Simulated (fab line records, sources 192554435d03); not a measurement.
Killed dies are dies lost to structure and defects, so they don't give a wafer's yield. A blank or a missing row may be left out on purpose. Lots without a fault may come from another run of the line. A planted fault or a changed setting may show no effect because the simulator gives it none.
Chamber matching | flow n5_finfet | N5_MOL_CONTACT_COAG_CMP_52 on cmp-01: 4 sister chambers
The step polishes, stops on SiO2, t overpolish 1.5 s, target thk 66.5 nm. 8 wafers are shown with their chamber, then 9 later ones without.

WAFERS WITH THEIR CHAMBER
wafer  | chamber | motor_current_A (A) | time_to_endpoint_s (s)
L080.5 | 0       | 12.9                | 11.5
L086.1 | 2       | 13.7                | 16.8
L087.1 | 3       | 12.2                | 10.9
L088.1 | 2       | 13.5                | 16.4
L088.5 | 0       | 12.4                | 11.7
L089.1 | 3       | 12.7                | 11.2
L089.3 | 1       | 11.8                | 19.2
L089.6 | 1       | 12.1                | 16.7

WAFERS WITHOUT THEIR CHAMBER
wafer  | motor_current_A (A) | time_to_endpoint_s (s)
L093.2 | 13.6                | 16.5
L093.4 | 13.0                | 8.3
L093.6 | 13.1                | 9.9
L094.4 | 11.4                | 12.1
L094.5 | 11.6                | 12.5
L094.6 | 12.5                | 10.7
L096.2 | 14.7                | 17.2
L096.5 | 13.4                | 12.3
L096.6 | 12.6                | 16.1

WHICH CHAMBER EACH WENT THROUGH
wafer  | from the rows above          | in truth
L093.2 | 2                            | 2
L093.4 | can't be placed: 3 or 0      | 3
L093.6 | can't be placed: 0 or 3      | 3
L094.4 | can't be placed: 3 or 0      | 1
L094.5 | can't be placed: 3 or 0      | 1
L094.6 | can't be placed: 3 or 0      | 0
L096.2 | 2                            | 2
L096.5 | can't be placed: 0 or 3      | 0
L096.6 | can't be placed: 1 or 2 or 0 | 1
Placed correctly: 2 of 9. Can't be placed from these rows: 7 (the true chamber is among the candidates in 5). Placed wrongly: 0.
How it was worked out, from the rows above alone: a wafer's distance from a chamber is the root of the sum, over the readings, of the square of ((its reading less the chamber's mean) divided by the reading's scatter). The wafer belongs to the nearest chamber; if the next one is less than 2 further off, it can't be placed. A chamber's mean is the mean of its shown wafers. The scatter: the root of (the sum of the squares of (reading less its chamber's mean) over the shown wafers, divided by (wafers less chambers)).
